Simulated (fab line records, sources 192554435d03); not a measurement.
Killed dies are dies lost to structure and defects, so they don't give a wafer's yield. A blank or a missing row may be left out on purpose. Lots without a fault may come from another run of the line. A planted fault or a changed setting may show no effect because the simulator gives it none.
Split-lot experiment | flow n5_finfet | 7 lots, 21 wafers read, on a route of 1938 steps

THE SPLIT
At N5_HKMG_FIN_COAT_43 (resist thk 90 nm), the setting spin_rpm was moved away from the recipe's 1500 rpm on 5 of the 21 wafers read, by -9.2% to +8.5%. The other wafers ran this setting at the recipe's value.

FROM THE SPLIT TO THE READING: what the file shows between them, 4 steps
- N5_HKMG_FIN_EBR_45
- N5_HKMG_FIN_SOFTBAKE_44: time 60 s
- N5_HKMG_FIN_EXPOSE_46: exposes mask NDIPOLE
- N5_HKMG_FIN_PEB_47: peb time 60 s

THE READING
CAR-ArF_of_HKMG_FIN_COAT_43.thk_nm (the simulator's own value, which no gauge read), in nm, at N5_HKMG_FIN_DEVELOP_48 (develop time 30 s). The file gives no usual value for it. The 16 wafers here that ran the recipe average 88.2 nm, standard deviation 0.37 nm.

wafer  | tool, chamber at the split | spin_rpm as run, rpm | against the recipe | CAR-ArF_of_HKMG_FIN_COAT_43.thk_nm, nm | against lot-mates on the recipe
L074.1 | litho_track-03, 0          | 1628                 | +8.5%              | 84.8                                   | -3.8
L074.2 | litho_track-03, 0          | 1500                 | recipe             | 88.6                                   | -
L074.6 | litho_track-03, 0          | 1628                 | +8.5%              | 85.2                                   | -3.4
L078.2 | litho_track-04, 0          | 1362                 | -9.2%              | 93                                     | +4.2
L078.3 | litho_track-04, 0          | 1500                 | recipe             | 88.8                                   | -
L078.4 | litho_track-04, 0          | 1500                 | recipe             | 88.8                                   | -
L080.1 | litho_track-02, 0          | 1500                 | recipe             | 87.4                                   | -
L080.3 | litho_track-02, 0          | 1500                 | recipe             | 87.8                                   | -
L080.4 | litho_track-02, 0          | 1500                 | recipe             | 88                                     | -
L081.2 | litho_track-02, 0          | 1440                 | -4.0%              | 90.4                                   | +2.0
L081.5 | litho_track-02, 0          | 1440                 | -4.0%              | 90.4                                   | +2.0
L081.4 | litho_track-02, 0          | 1500                 | recipe             | 88.4                                   | -
L089.1 | litho_track-04, 0          | 1500                 | recipe             | 87.8                                   | -
L089.3 | litho_track-04, 0          | 1500                 | recipe             | 87.8                                   | -
L089.2 | litho_track-04, 0          | 1500                 | recipe             | 88                                     | -
L091.2 | litho_track-04, 0          | 1500                 | recipe             | 88                                     | -
L091.4 | litho_track-04, 0          | 1500                 | recipe             | 88                                     | -
L091.5 | litho_track-04, 0          | 1500                 | recipe             | 88.2                                   | -
L093.1 | litho_track-03, 0          | 1500                 | recipe             | 88.2                                   | -
L093.4 | litho_track-03, 0          | 1500                 | recipe             | 88.2                                   | -
L093.2 | litho_track-03, 0          | 1500                 | recipe             | 88.4                                   | -

THE FIT
A straight line over all 21 wafers: CAR-ArF_of_HKMG_FIN_COAT_43.thk_nm changes by -0.444 nm for each +1% of spin_rpm; r = -0.97; the points scatter about the line by 0.44 nm.
The same after taking each lot's own level away (the mean of its wafers on the recipe; 21 wafers): -0.443 nm for each +1%; r = -1.00; scatter 0.16 nm.
On that fit, the largest move of spin_rpm shifts the reading by 4.1 nm.
The lots' own levels span 87.73 to 88.80 nm, that is 2.9 times the standard deviation above.
So the lot-to-lot level changes the slope little: the two slopes agree.
Check: with one of the wafers moved furthest among these (-9.2%) left out of the fit, the line predicts +4.07 nm for it against its lot-mates. It came out at +4.2 nm against them.

OTHER SPLITS ON THESE WAFERS
These wafers also went through other splits before the reading. Each is held against what the fit with the lots' levels taken away leaves over:
other split on the same wafers           | wafers away from the commonest value | r with CAR-ArF_of_HKMG_FIN_COAT_43.thk_nm (lot level and that fit taken away)
N5_PMOS_HMC_CHANNEL_EPI_COAT_03 spin_rpm | 9                                    | -0.13
N5_PMOS_HMC_CHANNEL_EPI_DESCUM_14 time_s | 8                                    | -0.07
N5_FIN_SAQP_COAT_10 spin_rpm             | 7                                    | -0.02
N5_SD_EPI_N_ETCH_35 time_s               | 6                                    | -0.28
N5_SD_EPI_P_EPI_21 epi_growth_time_s     | 11                                   | -0.13
N5_SD_ACTIVATION_LSA_01 temp_c           | 6                                    | -0.26

THE WHOLE CHAIN: every reading that the file lists as answering this split, in the file's order
step                   | what it does      | reading                                                                             | change (the file's fit)               | r (the file's)
N5_HKMG_FIN_COAT_43    | resist thk 90 nm  | CAR-ArF_of_HKMG_FIN_COAT_43.thk_nm (the simulator's own value, which no gauge read) | -0.444 nm for each +1% of the setting | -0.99
N5_HKMG_FIN_DEVELOP_48 | develop time 30 s | CAR-ArF_of_HKMG_FIN_COAT_43.thk_nm (the simulator's own value, which no gauge read) | -0.446 nm for each +1% of the setting | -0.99

THE FILE'S OWN FIT
CAR-ArF_of_HKMG_FIN_COAT_43.thk_nm changes by -0.446 nm for each +1% of spin_rpm, r = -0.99.
